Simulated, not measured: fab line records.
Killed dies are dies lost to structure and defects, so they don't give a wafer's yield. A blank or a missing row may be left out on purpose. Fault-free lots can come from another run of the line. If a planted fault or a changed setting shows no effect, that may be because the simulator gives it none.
Chamber matching :: flow nand-harc :: NHARC_A_DECK1_JOINT_CMP_02 on cmp-02 has 4 sister chambers
The step polishes SiOx. 8 wafers are shown with their chamber, then 8 later ones without.

== EACH WAFER AND ITS CHAMBER ==
wafer: L083.4
chamber: 2
motor-current-A (A): 11.4

wafer: L085.1
chamber: 2
motor-current-A (A): 10.9

wafer: L085.2
chamber: 0
motor-current-A (A): 12.5

wafer: L085.4
chamber: 1
motor-current-A (A): 9.9

wafer: L089.3
chamber: 0
motor-current-A (A): 12.0

wafer: L089.4
chamber: 1
motor-current-A (A): 10.2

wafer: L089.6
chamber: 3
motor-current-A (A): 11.7

wafer: L092.1
chamber: 3
motor-current-A (A): 10.7

== WAFERS WITHOUT THEIR CHAMBER ==
wafer: L092.4
motor-current-A (A): 10.1

wafer: L092.5
motor-current-A (A): 11.7

wafer: L096.2
motor-current-A (A): 11.2

wafer: L096.4
motor-current-A (A): 12.2

wafer: L096.5
motor-current-A (A): 11.4

wafer: L097.1
motor-current-A (A): 10.6

wafer: L097.3
motor-current-A (A): 12.4

wafer: L097.4
motor-current-A (A): 12.3

== THE CHAMBER EACH PASSED THROUGH ==
wafer: L092.4
from the rows above: 1
in truth: 1

wafer: L092.5
from the rows above: can't be placed: 3 or 2 or 0
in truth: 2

wafer: L096.2
from the rows above: can't be placed: 3 or 2
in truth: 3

wafer: L096.4
from the rows above: 0
in truth: 0

wafer: L096.5
from the rows above: can't be placed: 3 or 2 or 0
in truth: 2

wafer: L097.1
from the rows above: can't be placed: 1 or 2 or 3
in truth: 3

wafer: L097.3
from the rows above: 0
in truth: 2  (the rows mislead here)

wafer: L097.4
from the rows above: 0
in truth: 0
3 of 8 placed correctly. From these rows, 4 cannot be placed; in 4 the true chamber is one of the candidates. Number placed wrongly: 1.
How it was worked out, from the rows above alone: a wafer's distance from a chamber is the root of the sum, over the readings, of the square of ((its reading less the chamber's mean) divided by the reading's scatter). If the next closest chamber is less than 2 further off than the closest, the wafer can't be placed; otherwise it belongs to the closest. For every chamber, the mean is computed from those of its wafers that are shown. The scatter: the root of (the sum of the squares of (reading less its chamber's mean) over the shown wafers, divided by (wafers less chambers)).
